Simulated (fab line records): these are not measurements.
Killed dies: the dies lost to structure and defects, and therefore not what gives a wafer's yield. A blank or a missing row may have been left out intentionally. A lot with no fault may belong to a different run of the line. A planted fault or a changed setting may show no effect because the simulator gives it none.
Which tool is to blame? / flow n5_finfet / 11 lots with 33 wafers sampled at 4 steps, on a route of 1938 steps

WHAT THE GAUGES READ, wafer by wafer
N5_STI_FIN_REVEAL_FIN_H_MEAS_10.
lot=L896; measured=day 2 23:45; on=ocd-02; trench_depth_nm (nm)=51.3 51.8 52.6
lot=L897; measured=day 3 03:10; on=ocd-01; trench_depth_nm (nm)=50.7 51.2 51.3
lot=L898; measured=day 3 07:23; on=ocd-02; trench_depth_nm (nm)=50.7 51.0 51.6
lot=L900; measured=day 3 20:20; on=ocd-01; trench_depth_nm (nm)=51.2 52.1 51.0
lot=L902; measured=day 4 08:40; on=ocd-01; trench_depth_nm (nm)=51.8 50.9 51.0
lot=L907; measured=day 5 14:41; on=ocd-02; trench_depth_nm (nm)=50.9 49.5 52.6
lot=L908; measured=day 5 19:20; on=ocd-01; trench_depth_nm (nm)=52.4 50.9 52.3
lot=L913; measured=day 7 00:37; on=ocd-02; trench_depth_nm (nm)=51.6 48.1 52.1
lot=L916; measured=day 7 19:29; on=ocd-01; trench_depth_nm (nm)=51.7 51.2 50.9
lot=L917; measured=day 8 01:45; on=ocd-01; trench_depth_nm (nm)=52.5 51.1 51.6
lot=L918; measured=day 8 06:45; on=ocd-02; trench_depth_nm (nm)=52.1 52.2 52.4

WHICH TOOL RAN EACH LOT (tool, then ch and the chambers of the sampled wafers, then the start)
lot=L896; N5_FIN_CUT_PRECLEAN_35=vapor_etch-02 ch 0,1, day 2 11:53; N5_FIN_CUT_CUT_ETCH_28=rie_si-01 ch 1,2,3, day 2 12:02; N5_STI_FIN_REVEAL_RECESS_09=vapor_etch-02 ch 1, day 2 19:06
lot=L897; N5_FIN_CUT_PRECLEAN_35=vapor_etch-02 ch 1, day 2 16:52; N5_FIN_CUT_CUT_ETCH_28=rie_si-04 ch 0,1,2, day 2 17:03; N5_STI_FIN_REVEAL_RECESS_09=vapor_etch-01 ch 0,1, day 3 00:59
lot=L898; N5_FIN_CUT_PRECLEAN_35=vapor_etch-01 ch 0,1, day 2 21:49; N5_FIN_CUT_CUT_ETCH_28=rie_si-04 ch 1,3, day 2 21:58; N5_STI_FIN_REVEAL_RECESS_09=vapor_etch-02 ch 0,1, day 3 04:09
lot=L900; N5_FIN_CUT_PRECLEAN_35=vapor_etch-02 ch 0,1, day 3 10:41; N5_FIN_CUT_CUT_ETCH_28=rie_si-04 ch 0,1,3, day 3 10:50; N5_STI_FIN_REVEAL_RECESS_09=vapor_etch-01 ch 0,1, day 3 17:38
lot=L902; N5_FIN_CUT_PRECLEAN_35=vapor_etch-01 ch 0,1, day 3 23:16; N5_FIN_CUT_CUT_ETCH_28=rie_si-03 ch 0,3, day 3 23:23; N5_STI_FIN_REVEAL_RECESS_09=vapor_etch-01 ch 0,1, day 4 06:29
lot=L907; N5_FIN_CUT_PRECLEAN_35=vapor_etch-02 ch 0,1, day 5 05:37; N5_FIN_CUT_CUT_ETCH_28=rie_si-01 ch 0,1,2, day 5 05:47; N5_STI_FIN_REVEAL_RECESS_09=vapor_etch-01 ch 0,1, day 5 11:58
lot=L908; N5_FIN_CUT_PRECLEAN_35=vapor_etch-01 ch 0,1, day 5 10:17; N5_FIN_CUT_CUT_ETCH_28=rie_si-01 ch 0,2,3, day 5 10:26; N5_STI_FIN_REVEAL_RECESS_09=vapor_etch-02 ch 0,1, day 5 16:37
lot=L913; N5_FIN_CUT_PRECLEAN_35=vapor_etch-02 ch 0,1, day 6 15:37; N5_FIN_CUT_CUT_ETCH_28=rie_si-04 ch 0,1,3, day 6 15:44; N5_STI_FIN_REVEAL_RECESS_09=vapor_etch-02 ch 0,1, day 6 21:55
lot=L916; N5_FIN_CUT_PRECLEAN_35=vapor_etch-02 ch 0,1, day 7 10:26; N5_FIN_CUT_CUT_ETCH_28=rie_si-04 ch 0,1,3, day 7 10:34; N5_STI_FIN_REVEAL_RECESS_09=vapor_etch-01 ch 0,1, day 7 17:17
lot=L917; N5_FIN_CUT_PRECLEAN_35=vapor_etch-02 ch 0, day 7 16:15; N5_FIN_CUT_CUT_ETCH_28=rie_si-04 ch 0,1,2, day 7 16:23; N5_STI_FIN_REVEAL_RECESS_09=vapor_etch-01 ch 0,1, day 7 22:52
lot=L918; N5_FIN_CUT_PRECLEAN_35=vapor_etch-01 ch 0,1, day 7 21:37; N5_FIN_CUT_CUT_ETCH_28=rie_si-04 ch 0,2,3, day 7 21:45; N5_STI_FIN_REVEAL_RECESS_09=vapor_etch-01 ch 0,1, day 8 04:02
- N5_FIN_CUT_PRECLEAN_35: cleans in vHF, time 13.3 s.
- N5_FIN_CUT_CUT_ETCH_28: etches Si in HBr/Cl2/O2, target depth 6 nm, time 2.4 s.
- N5_STI_FIN_REVEAL_RECESS_09: chemistry HF/NH3, target SiO2, afs cycles 11, target depth 42.5 nm, sublimation time 60 s.

THE ANSWER, worked out from the rows above alone
Rule: the lots themselves supply what counts as usual. The widest of any qualifying gaps counts: lots, ordered by their means at a reading, are off when they make up no more than a third of the lots, leave a main group of 4 or more, and stand apart from it by 3 or more times the standard deviation of that group's means. A main group is skipped when, at the precision printed for the reading in the tables above, its means are all equal. A lot without any number at a reading at which 4 lots or more have one is off too. Any other lot the step has rows for is counted as sound.
No lot is off on any of the readings shown, so nothing can be concluded from this.

WHAT THE SIMULATOR HAD PUT IN
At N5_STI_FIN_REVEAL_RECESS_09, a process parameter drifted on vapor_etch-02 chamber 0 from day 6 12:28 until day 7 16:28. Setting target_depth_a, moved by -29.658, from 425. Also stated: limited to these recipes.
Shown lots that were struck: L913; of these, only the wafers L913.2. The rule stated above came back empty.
